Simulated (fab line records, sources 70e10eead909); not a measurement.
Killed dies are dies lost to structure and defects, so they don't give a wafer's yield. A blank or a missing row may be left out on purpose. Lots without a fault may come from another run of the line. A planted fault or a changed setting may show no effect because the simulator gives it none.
A struck lot beside a sound one | flow nand_harc | 19 steps out of a route of 1302
Sound: wafers L298.1, L298.4, L298.6. Struck: wafers L306.2, L306.4, L306.5. The cause comes at the end.
At each step with rows: each side's tool, then ch and its chambers, then its first start. Under that, the readings that differ: sound wafers | struck wafers | difference of the means | sigmas: that difference in standard deviations of wafers without a fault.
alike: readings whose means differ by less than 2 such deviations, and words and numbers that are the same on both sides. not compared: withheld readings, readings that some wafer has no value for, bounds like >300 that may hide the same value, and numbers for which the record gives no deviation and whose values overlap.
The two part at a step that has a row with sigmas, a row that says differs or no value, or rows on one side only. Numbers that don't overlap but have no deviation are shown without sigmas and don't part them. A reading that every wafer of one side lacks parts them only if that side has two wafers or more.

NHARC_P_CONTACT_DEP_00: deposits SiO2, target thk 500 nm.
  sound on pecvd-04 ch 0,1; struck on pecvd-03 ch 0,1
  alike: heater_power_w, throttle_valve_pct
NHARC_P_CONTACT_CMP_01: polishes SiO2, target thk 200 nm.
  sound on cmp-02 ch 1,2,3, day 8 23:46; struck on cmp-04 ch 0,2, day 12 09:57
  alike: motor_current_A, retaining_ring_pressure_frac
then, 9 steps without rows for these wafers: NHARC_P_CONTACT_SRD_03; NHARC_P_CONTACT_DEHYDRATE_04 (time 120 s); NHARC_P_CONTACT_HMDS_05 (time 30 s); NHARC_P_CONTACT_COAT_33 (time 75 s); NHARC_P_CONTACT_COAT_34 (time 65 s); NHARC_P_CONTACT_COAT_06 (resist thk 90 nm); NHARC_P_CONTACT_SOFTBAKE_07 (time 55 s); NHARC_P_CONTACT_EBR_08; NHARC_P_CONTACT_EXPOSE_09 (exposes mask P CA, target cd 90 nm).
NHARC_P_CONTACT_PEB_10: peb time 65 s.
  sound on litho_track-04 ch 0, day 9 00:31; struck on litho_track-01 ch 0, day 12 10:34
  reading          | sound             | struck               | difference | sigmas
  exhaust_pa (Pa)  | 44.0 44.0 44.0    | 45.8 45.8 46.2       | +1.9       | +2
  plate_temp_C (C) | 99.83 99.89 99.91 | 100.75 100.59 100.60 | +0.77      | +6
then, 1 step without rows for these wafers: NHARC_P_CONTACT_DEVELOP_11 (develop time 35 s).
NHARC_P_CONTACT_CD_MEAS_12: target cd 90 nm.
  sound on cd_sem-03 ch 0, day 9 00:35; struck on cd_sem-03 ch 0, day 12 10:39
  reading    | sound          | struck         | difference | sigmas
  cd_nm (nm) | 89.1 88.7 89.8 | 90.3 91.6 91.0 | +1.8       | +2
NHARC_P_CONTACT_OVL_MEAS_13:
  sound on overlay-01, day 9 00:40; struck on overlay-02, day 12 10:44
  reading           | sound        | struck         | difference | sigmas
  overlay_x_nm (nm) | 0.2 0.6 -0.2 | -1.5 -1.5 -1.6 | -1.7       | -2
  alike: overlay_y_nm
NHARC_P_CONTACT_INSPECT_14:
  sound on defect_inspect-02, day 9 00:43; struck on defect_inspect-02, day 12 10:47
  alike: raw_defect_count
NHARC_P_CONTACT_DESCUM_17: chemistry O2, time 3 s.
  sound on rie_diel-13 ch 0,1,3, day 9 00:47; struck on rie_diel-13 ch 1,2,3, day 12 10:50
  alike: drypump_motor_current_A, oes_product_au, rf_vpp_V, showerhead_plenum_p_Torr, throttle_valve_pct
  not compared: rf_hours_counter_h, model.P_CONTACT.cd_nm
NHARC_P_CONTACT_ETCH_35: etches the open film in CF4, target depth 39 nm, time 65 s.
  sound on rie_diel-13 ch 0,2,3, day 9 00:52; struck on rie_diel-13 ch 2,3, day 12 10:56
  alike: drypump_motor_current_A, oes_product_au, rf_vpp_V, showerhead_plenum_p_Torr, throttle_valve_pct
  not compared: rf_hours_counter_h, model.P_CONTACT.cd_nm
NHARC_P_CONTACT_ETCH_36: etches the open film in N2/H2, target depth 260 nm, time 406.25 s.
  sound on rie_diel-13 ch 1,3; struck on rie_diel-13 ch 0,1
  alike: drypump_motor_current_A, oes_product_au, rf_vpp_V, showerhead_plenum_p_Torr, throttle_valve_pct
  not compared: rf_hours_counter_h

WHERE THEY PART
First at NHARC_P_CONTACT_PEB_10; last, within this record, at NHARC_P_CONTACT_OVL_MEAS_13. Later steps at which nothing parts them and some readings are alike: NHARC_P_CONTACT_INSPECT_14, NHARC_P_CONTACT_DESCUM_17, NHARC_P_CONTACT_ETCH_35, NHARC_P_CONTACT_ETCH_36.

WHY: what the simulator had put in
Process parameter drift: litho_track-01, from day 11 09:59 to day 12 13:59, at NHARC_P_CONTACT_PEB_10. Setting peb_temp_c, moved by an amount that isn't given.
